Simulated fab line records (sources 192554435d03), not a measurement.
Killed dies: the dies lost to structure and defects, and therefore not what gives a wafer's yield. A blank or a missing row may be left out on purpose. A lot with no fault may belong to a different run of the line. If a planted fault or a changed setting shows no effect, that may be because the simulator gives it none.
2 desks, one fault | flow n5-finfet | each desk has only its own numbers; what lay behind them comes last

## METROLOGY DESK
Means of the sampled wafers that have a number, per lot and without regard to the tool the lot ran on: this is what the gauges read. The brackets show how far a lot's mean lies from the usual mean; more than 4 standard deviations puts the lot out of limits, marked OUT.
Columns: A = M9_OVL at N5_BEOL_M9_OVL_MEAS_12, usual -0.3 nm; B = trench-depth-nm at N5_BEOL_M9_OCD_MEAS_38, usual 151.9 nm
lot  | first seen here | A    | B
L458 | day 10 23:57    | 0.3  | 152.8
L457 | day 11 07:16    | -0.3 | 152.6
L459 | day 11 10:22    | -0.1 | 150.3
L460 | day 11 17:16    | -0.6 | 153.1
L464 | day 12 14:01    | -0.1 | 151.8
L463 | day 12 16:31    | -0.3 | 152.2
L472 | day 14 19:50    | 0.2  | 151.9
L475 | day 15 07:50    | -0.4 | 152.0
L474 | day 15 18:29    | -0.5 | 151.6
L477 | day 15 21:34    | -0.4 | 151.7
L478 | day 15 22:31    | -1.2 | 151.8
This desk's verdict: no lot among the 11 shows anything out of limits.

## THE TOOL OWNER'S DESK: rie-diel-05
The tool's own readings at N5_BEOL_M9_VIA_ETCH_34 (etches SiCOH lowk in C4F6/O2, target depth 182.4 nm, time 68.4 s): means of the sampled wafers that have a number, for each lot that ran on this tool. The brackets show how far a lot's mean lies from the usual mean; more than 4 standard deviations puts the lot out of limits, marked OUT.
Columns: A = drypump-motor-current-A at N5_BEOL_M9_VIA_ETCH_34, usual 5.7 A; B = oes-product-au at N5_BEOL_M9_VIA_ETCH_34, usual 0.78 a.u.; C = rf-fwd-power-W at N5_BEOL_M9_VIA_ETCH_34, usual 342.2 W; D = rf-vpp-V at N5_BEOL_M9_VIA_ETCH_34, usual 663 V; E = showerhead-plenum-p-Torr at N5_BEOL_M9_VIA_ETCH_34, usual 2.83 Torr; F = throttle-valve-pct at N5_BEOL_M9_VIA_ETCH_34, usual 20.94 %
lot  | first seen here | A   | B    | C     | D   | E    | F
L458 | day 11 01:59    | 5.6 | 0.82 | 343.0 | 662 | 2.81 | 20.90
L457 | day 11 09:26    | 5.6 | 0.82 | 342.3 | 661 | 2.83 | 20.79
L460 | day 11 20:15    | 5.7 | 0.83 | 340.5 | 665 | 2.84 | 20.78
L464 | day 12 15:22    | 5.8 | 1.10 | 341.8 | 666 | 2.85 | 20.87
L463 | day 12 17:55    | 5.6 | 0.93 | 341.0 | 658 | 2.84 | 20.86
L474 | day 15 20:08    | 5.8 | 0.73 | 343.3 | 661 | 2.81 | 21.00
This desk's verdict: no lot among the 6 shows anything out of limits.

## TAKEN TOGETHER
Metrology desk: nothing out of limits seen.
Nothing out of limits was seen by the tool owner's desk.

## WHAT THE SIMULATOR HAD INSERTED
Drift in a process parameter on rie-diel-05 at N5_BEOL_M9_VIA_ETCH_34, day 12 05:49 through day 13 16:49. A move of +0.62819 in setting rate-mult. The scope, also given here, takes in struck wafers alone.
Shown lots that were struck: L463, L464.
